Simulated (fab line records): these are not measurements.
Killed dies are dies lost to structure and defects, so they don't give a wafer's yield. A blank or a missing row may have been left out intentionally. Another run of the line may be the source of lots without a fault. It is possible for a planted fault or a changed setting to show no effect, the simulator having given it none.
Which tool did it? + flow nand harc + 20 lots, 60 wafers sampled, at 6 steps of a route of 1302

WHAT EACH GAUGE READ, for each wafer
The record holds no reading of a measuring or inspecting step that can be judged against a usual standard deviation.

WHICH TOOL RAN EACH LOT (tool, then ch and the chambers of the sampled wafers, then the start)
| lot  | NHARC_A_STAIRCASE_TRIM_12          | NHARC_A_STAIRCASE_ETCH_13      | NHARC_A_STAIRCASE_ETCH_15      | NHARC_A_STAIRCASE_TRIM_24      | NHARC_A_STAIRCASE_TRIM_26      | NHARC_A_STAIRCASE_ETCH_197     |
|------|------------------------------------|--------------------------------|--------------------------------|--------------------------------|--------------------------------|--------------------------------|
| L074 | rie diel-05 ch 1,2, day 15 12:46   | rie diel-05 ch 0,1,3, no start | rie diel-05 ch 0,2,3, no start | rie diel-08 ch 0,1,3, no start | rie diel-08 ch 0,2, no start   | rie diel-13 ch 1,2,3, no start |
| L076 | rie diel-13 ch 2,3, day 16 22:44   | rie diel-13 ch 1,2,3, no start | rie diel-13 ch 0,1,2, no start | rie diel-13 ch 0,1,2, no start | rie diel-13 ch 1,2,3, no start | rie diel-08 ch 1,3, no start   |
| L078 | rie diel-05 ch 1,3, day 17 10:58   | rie diel-05 ch 0,2, no start   | rie diel-05 ch 0,1,2, no start | rie diel-08 ch 0,2, no start   | rie diel-08 ch 2,3, no start   | rie diel-13 ch 1,2, no start   |
| L079 | rie diel-13 ch 1,2,3, day 18 08:02 | rie diel-13 ch 1,2,3, no start | rie diel-13 ch 1,2,3, no start | rie diel-08 ch 1,2,3, no start | rie diel-08 ch 0,1,2, no start | rie diel-05 ch 0,1,2, no start |
| L080 | rie diel-05 ch 1,2, day 18 13:49   | rie diel-05 ch 0,2,3, no start | rie diel-05 ch 0,3, no start   | rie diel-05 ch 0,2,3, no start | rie diel-05 ch 2,3, no start   | rie diel-13 ch 2,3, no start   |
| L081 | rie diel-08 ch 1,2,3, day 19 02:40 | rie diel-08 ch 0,3, no start   | rie diel-08 ch 2,3, no start   | rie diel-08 ch 2,3, no start   | rie diel-08 ch 0,1,2, no start | rie diel-08 ch 1,2,3, no start |
| L082 | rie diel-08 ch 1,2, day 19 11:46   | rie diel-08 ch 0,3, no start   | rie diel-08 ch 1,2, no start   | rie diel-13 ch 1,2, no start   | rie diel-13 ch 1,2, no start   | rie diel-08 ch 0,2, no start   |
| L084 | rie diel-08 ch 0,2,3, day 20 03:37 | rie diel-08 ch 0,1,2, no start | rie diel-08 ch 1,2,3, no start | rie diel-05 ch 2,3, no start   | rie diel-05 ch 1,3, no start   | rie diel-05 ch 0,3, no start   |
| L085 | rie diel-05 ch 1,3, day 20 13:39   | rie diel-05 ch 0,1,2, no start | rie diel-05 ch 2,3, no start   | rie diel-08 ch 0,2, no start   | rie diel-08 ch 0,2,3, no start | rie diel-05 ch 1,3, no start   |
| L086 | rie diel-08 ch 0,1,3, day 20 17:44 | rie diel-08 ch 0,2, no start   | rie diel-08 ch 0,1, no start   | rie diel-08 ch 1,2, no start   | rie diel-08 ch 1,2, no start   | rie diel-05 ch 0,1,3, no start |
| L087 | rie diel-13 ch 0,1, day 21 16:31   | rie diel-13 ch 2,3, no start   | rie diel-13 ch 0,2,3, no start | rie diel-08 ch 0,2, no start   | rie diel-08 ch 2,3, no start   | rie diel-08 ch 0,1,2, no start |
| L088 | rie diel-13 ch 0,1,3, day 21 16:53 | rie diel-13 ch 0,3, no start   | rie diel-13 ch 0,1,3, no start | rie diel-05 ch 0,1,2, no start | rie diel-05 ch 0,3, no start   | rie diel-13 ch 0,1,3, no start |
| L090 | rie diel-08 ch 0,2,3, day 22 07:05 | rie diel-08 ch 1,2,3, no start | rie diel-08 ch 1,2,3, no start | rie diel-13 ch 0,1,2, no start | rie diel-13 ch 0,1,3, no start | rie diel-08 ch 1,2, no start   |
| L089 | rie diel-13 ch 0,2,3, day 22 11:04 | rie diel-13 ch 0,2,3, no start | rie diel-13 ch 0,2,3, no start | rie diel-13 ch 0,2,3, no start | rie diel-13 ch 0,1,3, no start | rie diel-13 ch 1,2,3, no start |
| L091 | rie diel-08 ch 1,2,3, day 22 23:24 | rie diel-08 ch 0,1,2, no start | rie diel-08 ch 0,1,2, no start | rie diel-08 ch 1,2,3, no start | rie diel-08 ch 1,2,3, no start | rie diel-08 ch 0,1,3, no start |
| L092 | rie diel-08 ch 0,1,3, day 23 02:59 | rie diel-08 ch 0,1,3, no start | rie diel-08 ch 0,1,3, no start | rie diel-05 ch 1,2,3, no start | rie diel-05 ch 0,2,3, no start | rie diel-13 ch 0,3, no start   |
| L094 | rie diel-05 ch 1,2,3, day 24 05:50 | rie diel-05 ch 0,2,3, no start | rie diel-05 ch 2,3, no start   | rie diel-13 ch 1,2, no start   | rie diel-13 ch 0,3, no start   | rie diel-08 ch 0,1,2, no start |
| L095 | rie diel-13 ch 0,1,2, day 24 16:20 | rie diel-13 ch 0,1, no start   | rie diel-13 ch 0,1,2, no start | rie diel-13 ch 0,1, no start   | rie diel-13 ch 0,3, no start   | rie diel-05 ch 0,2,3, no start |
| L097 | rie diel-05 ch 0,2,3, day 24 19:56 | rie diel-05 ch 0,1,3, no start | rie diel-05 ch 0,1, no start   | rie diel-08 ch 1,2, no start   | rie diel-08 ch 0,2,3, no start | rie diel-08 ch 0,2,3, no start |
| L096 | rie diel-08 ch 2,3, day 24 20:07   | rie diel-08 ch 0,1,3, no start | rie diel-08 ch 1,2, no start   | rie diel-08 ch 1,3, no start   | rie diel-08 ch 1,2, no start   | rie diel-05 ch 2,3, no start   |
- NHARC_A_STAIRCASE_TRIM_12: chemistry O2, time 211.2 s.
- NHARC_A_STAIRCASE_ETCH_13: etches the open film in C4F8/O2, target depth 100 nm, time 40.5 s.
- NHARC_A_STAIRCASE_ETCH_15: etches the open film in C4F8/O2, target depth 100 nm, time 40.5 s.
- NHARC_A_STAIRCASE_TRIM_24: chemistry O2, time 211.2 s.
- NHARC_A_STAIRCASE_TRIM_26: chemistry O2, time 211.2 s.
- NHARC_A_STAIRCASE_ETCH_197: etches the open film in C4F8/O2, target depth 100 nm, time 40.5 s.

WHAT THE TOOLS THEMSELVES READ (means of the sampled wafers that have a number; where no wafer has one, the mark that the record gives instead)
NHARC_A_STAIRCASE_TRIM_12.
| lot  | tool        | chamber pressure mTorr (mTorr) | drypump motor current A (A) | oes product au (a.u.) | rf vpp V (V) | showerhead plenum p Torr (Torr) | throttle valve pct (%) |
|------|-------------|--------------------------------|-----------------------------|-----------------------|--------------|---------------------------------|------------------------|
| L074 | rie diel-05 | 60.01                          | 5.3                         | 1.016                 | 58.3         | 3.42                            | 17.027                 |
| L076 | rie diel-13 | 60.01                          | 5.2                         | 0.999                 | 57.6         | 3.42                            | 17.037                 |
| L078 | rie diel-05 | 60.04                          | 5.3                         | 1.008                 | 57.4         | 3.47                            | 17.039                 |
| L079 | rie diel-13 | 60.01                          | 5.2                         | 0.993                 | 57.6         | 3.53                            | 17.042                 |
| L080 | rie diel-05 | 60.01                          | 5.2                         | 0.997                 | 58.1         | 3.42                            | 17.026                 |
| L081 | rie diel-08 | 60.05                          | 6.2                         | 1.003                 | 58.2         | 3.57                            | 17.035                 |
| L082 | rie diel-08 | 60.01                          | 6.2                         | 0.999                 | 57.7         | 3.49                            | 17.038                 |
| L084 | rie diel-08 | 59.99                          | 5.8                         | 0.998                 | 58.7         | 3.65                            | 17.046                 |
| L085 | rie diel-05 | 60.06                          | 5.3                         | 0.996                 | 57.6         | 3.46                            | 17.040                 |
| L086 | rie diel-08 | 59.97                          | 6.1                         | 1.002                 | 57.2         | 3.49                            | 17.041                 |
| L087 | rie diel-13 | 59.95                          | 6.0                         | 0.995                 | 57.5         | 3.51                            | 17.037                 |
| L088 | rie diel-13 | 60.00                          | 5.6                         | 0.991                 | 57.9         | 3.50                            | 17.042                 |
| L090 | rie diel-08 | 60.03                          | 5.8                         | 1.001                 | 57.9         | 3.64                            | 17.035                 |
| L089 | rie diel-13 | 60.03                          | 5.6                         | 0.994                 | 57.4         | 3.41                            | 17.035                 |
| L091 | rie diel-08 | 60.06                          | 6.2                         | 1.000                 | 57.9         | 3.55                            | 17.037                 |
| L092 | rie diel-08 | 59.94                          | 6.1                         | 1.007                 | 57.8         | 3.48                            | 17.043                 |
| L094 | rie diel-05 | 60.01                          | 5.2                         | 1.003                 | 57.3         | 3.42                            | 17.025                 |
| L095 | rie diel-13 | 60.03                          | 5.6                         | 0.992                 | 57.7         | 3.51                            | 17.035                 |
| L097 | rie diel-05 | 59.99                          | 5.2                         | 1.002                 | 57.6         | 3.44                            | 17.024                 |
| L096 | rie diel-08 | 60.03                          | 5.9                         | 0.999                 | 57.5         | 3.70                            | 17.030                 |

NHARC_A_STAIRCASE_ETCH_13.
| lot  | tool        | bias w (W) | chamber pressure mTorr (mTorr) | oes product au (a.u.) | rf vpp V (V) |
|------|-------------|------------|--------------------------------|-----------------------|--------------|
| L074 | rie diel-05 | 999.7      | 25.009                         | 0.940                 | 894          |
| L076 | rie diel-13 | 1002.7     | 25.000                         | 0.939                 | 896          |
| L078 | rie diel-05 | 1000.2     | 24.992                         | 0.950                 | 894          |
| L079 | rie diel-13 | 1000.6     | 25.025                         | 0.923                 | 896          |
| L080 | rie diel-05 | 999.8      | 25.013                         | 0.946                 | 893          |
| L081 | rie diel-08 | 999.1      | 24.993                         | 0.925                 | 897          |
| L082 | rie diel-08 | 998.9      | 25.009                         | 0.962                 | 898          |
| L084 | rie diel-08 | 1002.3     | 25.007                         | 0.935                 | 898          |
| L085 | rie diel-05 | 1000.8     | 25.012                         | 0.944                 | 892          |
| L086 | rie diel-08 | 1003.4     | 24.982                         | 0.932                 | 901          |
| L087 | rie diel-13 | 998.9      | 25.004                         | 0.940                 | 892          |
| L088 | rie diel-13 | 995.8      | 24.999                         | 0.936                 | 891          |
| L090 | rie diel-08 | 1004.0     | 25.002                         | 0.951                 | 897          |
| L089 | rie diel-13 | 1002.8     | 24.980                         | 0.947                 | 891          |
| L091 | rie diel-08 | 998.4      | 24.988                         | 0.932                 | 897          |
| L092 | rie diel-08 | 998.3      | 24.983                         | 0.940                 | 894          |
| L094 | rie diel-05 | 1003.3     | 24.988                         | 0.951                 | 893          |
| L095 | rie diel-13 | 999.4      | 24.977                         | 0.931                 | 898          |
| L097 | rie diel-05 | 1000.6     | 25.010                         | 0.952                 | 892          |
| L096 | rie diel-08 | 1002.1     | 25.012                         | 0.948                 | 894          |

NHARC_A_STAIRCASE_ETCH_15.
| lot  | tool        | bias w (W) | chamber pressure mTorr (mTorr) | oes product au (a.u.) | rf vpp V (V) |
|------|-------------|------------|--------------------------------|-----------------------|--------------|
| L074 | rie diel-05 | 1000.3     | 25.004                         | 0.949                 | 894          |
| L076 | rie diel-13 | 1001.0     | 24.996                         | 0.944                 | 896          |
| L078 | rie diel-05 | 1001.4     | 25.012                         | 0.957                 | 892          |
| L079 | rie diel-13 | 1000.2     | 24.982                         | 0.934                 | 896          |
| L080 | rie diel-05 | 998.1      | 25.003                         | 0.948                 | 895          |
| L081 | rie diel-08 | 999.4      | 24.996                         | 0.935                 | 903          |
| L082 | rie diel-08 | 998.1      | 25.013                         | 0.944                 | 900          |
| L084 | rie diel-08 | 998.7      | 25.023                         | 0.947                 | 898          |
| L085 | rie diel-05 | 1003.0     | 24.993                         | 0.947                 | 893          |
| L086 | rie diel-08 | 1001.7     | 25.007                         | 0.936                 | 892          |
| L087 | rie diel-13 | 995.2      | 25.032                         | 0.933                 | 891          |
| L088 | rie diel-13 | 998.0      | 24.986                         | 0.928                 | 895          |
| L090 | rie diel-08 | 999.9      | 24.994                         | 0.951                 | 897          |
| L089 | rie diel-13 | 999.6      | 25.020                         | 0.939                 | 892          |
| L091 | rie diel-08 | 1001.3     | 25.012                         | 0.939                 | 897          |
| L092 | rie diel-08 | 999.3      | 24.985                         | 0.946                 | 895          |
| L094 | rie diel-05 | 998.7      | 24.997                         | 0.946                 | 894          |
| L095 | rie diel-13 | 999.8      | 24.997                         | 0.945                 | 894          |
| L097 | rie diel-05 | 999.7      | 25.002                         | 0.956                 | 893          |
| L096 | rie diel-08 | 1003.5     | 24.995                         | 0.942                 | 894          |

NHARC_A_STAIRCASE_TRIM_24.
| lot  | tool        | chamber pressure mTorr (mTorr) | drypump motor current A (A) | oes product au (a.u.) | rf vpp V (V) | showerhead plenum p Torr (Torr) | throttle valve pct (%) |
|------|-------------|--------------------------------|-----------------------------|-----------------------|--------------|---------------------------------|------------------------|
| L074 | rie diel-08 | 60.01                          | 6.1                         | 1.003                 | 57.3         | 3.51                            | 17.044                 |
| L076 | rie diel-13 | 59.99                          | 5.6                         | 0.994                 | 58.5         | 3.54                            | 17.030                 |
| L078 | rie diel-08 | 59.97                          | 5.5                         | 0.995                 | 58.1         | 3.73                            | 17.039                 |
| L079 | rie diel-08 | 60.05                          | 6.2                         | 0.993                 | 57.5         | 3.57                            | 17.036                 |
| L080 | rie diel-05 | 59.99                          | 5.3                         | 0.994                 | 57.9         | 3.47                            | 17.033                 |
| L081 | rie diel-08 | 60.05                          | 5.9                         | 0.996                 | 57.8         | 3.73                            | 17.043                 |
| L082 | rie diel-13 | 60.03                          | 5.2                         | 0.996                 | 57.5         | 3.54                            | 17.027                 |
| L084 | rie diel-05 | 59.91                          | 5.1                         | 1.009                 | 57.5         | 3.45                            | 17.037                 |
| L085 | rie diel-08 | 59.97                          | 5.4                         | 1.000                 | 58.0         | 3.64                            | 17.042                 |
| L086 | rie diel-08 | 60.01                          | 5.9                         | 0.993                 | 57.3         | 3.63                            | 17.043                 |
| L087 | rie diel-08 | 59.97                          | 5.4                         | 1.001                 | 57.2         | 3.64                            | 17.033                 |
| L088 | rie diel-05 | 60.02                          | 5.3                         | 0.999                 | 57.2         | 3.42                            | 17.046                 |
| L090 | rie diel-13 | 59.98                          | 5.6                         | 0.995                 | 57.5         | 3.52                            | 17.035                 |
| L089 | rie diel-13 | 60.00                          | 5.6                         | 0.993                 | 57.2         | 3.41                            | 17.034                 |
| L091 | rie diel-08 | 60.00                          | 6.2                         | 0.999                 | 57.9         | 3.55                            | 17.031                 |
| L092 | rie diel-05 | 59.95                          | 5.3                         | 1.004                 | 57.8         | 3.42                            | 17.038                 |
| L094 | rie diel-13 | 60.00                          | 5.3                         | 0.993                 | 58.7         | 3.52                            | 17.040                 |
| L095 | rie diel-13 | 60.03                          | 6.0                         | 0.995                 | 58.3         | 3.50                            | 17.033                 |
| L097 | rie diel-08 | 59.93                          | 5.9                         | 1.010                 | 57.5         | 3.62                            | 17.039                 |
| L096 | rie diel-08 | 60.06                          | 6.5                         | 0.999                 | 57.7         | 3.48                            | 17.037                 |

NHARC_A_STAIRCASE_TRIM_26.
| lot  | tool        | chamber pressure mTorr (mTorr) | drypump motor current A (A) | oes product au (a.u.) | rf vpp V (V) | showerhead plenum p Torr (Torr) | throttle valve pct (%) |
|------|-------------|--------------------------------|-----------------------------|-----------------------|--------------|---------------------------------|------------------------|
| L074 | rie diel-08 | 59.97                          | 5.4                         | 0.994                 | 57.7         | 3.48                            | 17.033                 |
| L076 | rie diel-13 | 60.01                          | 5.2                         | 0.994                 | 57.7         | 3.53                            | 17.041                 |
| L078 | rie diel-08 | 59.98                          | 5.9                         | 1.001                 | 58.6         | 3.73                            | 17.032                 |
| L079 | rie diel-08 | 60.01                          | 5.8                         | 1.002                 | 58.0         | 3.57                            | 17.032                 |
| L080 | rie diel-05 | 60.00                          | 5.2                         | 1.000                 | 58.3         | 3.48                            | 17.035                 |
| L081 | rie diel-08 | 59.93                          | 5.8                         | 1.004                 | 57.2         | 3.57                            | 17.040                 |
| L082 | rie diel-13 | 59.99                          | 5.3                         | 1.003                 | 58.6         | 3.64                            | 17.038                 |
| L084 | rie diel-05 | 60.01                          | 5.3                         | 1.006                 | 56.9         | 3.46                            | 17.040                 |
| L085 | rie diel-08 | 60.02                          | 5.8                         | 1.006                 | 58.3         | 3.65                            | 17.036                 |
| L086 | rie diel-08 | 60.03                          | 6.3                         | 0.994                 | 59.0         | 3.48                            | 17.039                 |
| L087 | rie diel-08 | 59.99                          | 6.2                         | 1.004                 | 58.1         | 3.64                            | 17.031                 |
| L088 | rie diel-05 | 59.98                          | 5.3                         | 1.007                 | 57.3         | 3.48                            | 17.030                 |
| L090 | rie diel-13 | 60.02                          | 5.6                         | 0.999                 | 57.9         | 3.50                            | 17.037                 |
| L089 | rie diel-13 | 60.01                          | 5.6                         | 0.997                 | 57.8         | 3.50                            | 17.044                 |
| L091 | rie diel-08 | 59.97                          | 6.2                         | 1.003                 | 57.1         | 3.55                            | 17.040                 |
| L092 | rie diel-05 | 59.93                          | 5.2                         | 1.002                 | 58.9         | 3.45                            | 17.033                 |
| L094 | rie diel-13 | 60.01                          | 5.6                         | 0.986                 | 56.3         | 3.38                            | 17.033                 |
| L095 | rie diel-13 | 60.04                          | 6.0                         | 0.993                 | 57.3         | 3.39                            | 17.038                 |
| L097 | rie diel-08 | 60.03                          | 5.8                         | 1.001                 | 57.7         | 3.63                            | 17.037                 |
| L096 | rie diel-08 | 60.01                          | 6.3                         | 0.994                 | 57.9         | 3.46                            | 17.036                 |

NHARC_A_STAIRCASE_ETCH_197.
| lot  | tool        | bias w (W) | chamber pressure mTorr (mTorr) | oes product au (a.u.) | rf vpp V (V) |
|------|-------------|------------|--------------------------------|-----------------------|--------------|
| L074 | rie diel-13 | 999.7      | 25.005                         | 0.936                 | 897          |
| L076 | rie diel-08 | 998.8      | 24.973                         | 0.966                 | 892          |
| L078 | rie diel-13 | 1000.8     | 24.985                         | 0.944                 | 897          |
| L079 | rie diel-05 | 999.8      | 25.001                         | 0.929                 | 893          |
| L080 | rie diel-13 | 1001.2     | 24.972                         | 0.948                 | 893          |
| L081 | rie diel-08 | 999.2      | 24.992                         | 0.949                 | 897          |
| L082 | rie diel-08 | 1002.4     | 25.000                         | 0.962                 | 903          |
| L084 | rie diel-05 | 1002.4     | 24.983                         | 0.928                 | 894          |
| L085 | rie diel-05 | 1001.3     | 24.987                         | 0.964                 | 893          |
| L086 | rie diel-05 | 1001.9     | 25.013                         | 0.968                 | 894          |
| L087 | rie diel-08 | 999.7      | 24.984                         | 0.975                 | 896          |
| L088 | rie diel-13 | 1001.3     | 25.000                         | 0.923                 | 894          |
| L090 | rie diel-08 | 1000.8     | 25.006                         | 0.965                 | 893          |
| L089 | rie diel-13 | 998.9      | 24.977                         | 0.960                 | 895          |
| L091 | rie diel-08 | 998.5      | 25.002                         | 0.948                 | 894          |
| L092 | rie diel-13 | 998.3      | 24.982                         | 0.960                 | 890          |
| L094 | rie diel-08 | 1001.2     | 24.986                         | 0.973                 | 897          |
| L095 | rie diel-05 | 1002.1     | 25.023                         | 0.975                 | 892          |
| L097 | rie diel-08 | 1002.0     | 24.994                         | 0.970                 | 900          |
| L096 | rie diel-05 | 998.6      | 24.986                         | 0.964                 | 891          |

THE ANSWER, worked out from the rows above alone
Rule: what is usual is taken from the lots themselves. Put in order of their means at a reading, lots are off if they are a third of the lots or fewer, leave a main group of 4 or more, and stand apart from it by a gap of 3 or more times the standard deviation of the main group's means; of several such gaps the widest counts. A main group whose means are all the same, to the digits that the tables above print for the reading, isn't used. A lot without any number at a reading at which 4 lots or more have one is off too. The other lots that the step has rows for count as sound. First the gauges in route order, then the tools' own readings, where a lot's mean is used as printed above. At the first step where some lot is off, the reading lying furthest off is the one used; lots without a number count as furthest.
No lot is off at any reading shown: from this, nothing can be told.

WHAT HAD BEEN PUT IN BY THE SIMULATOR
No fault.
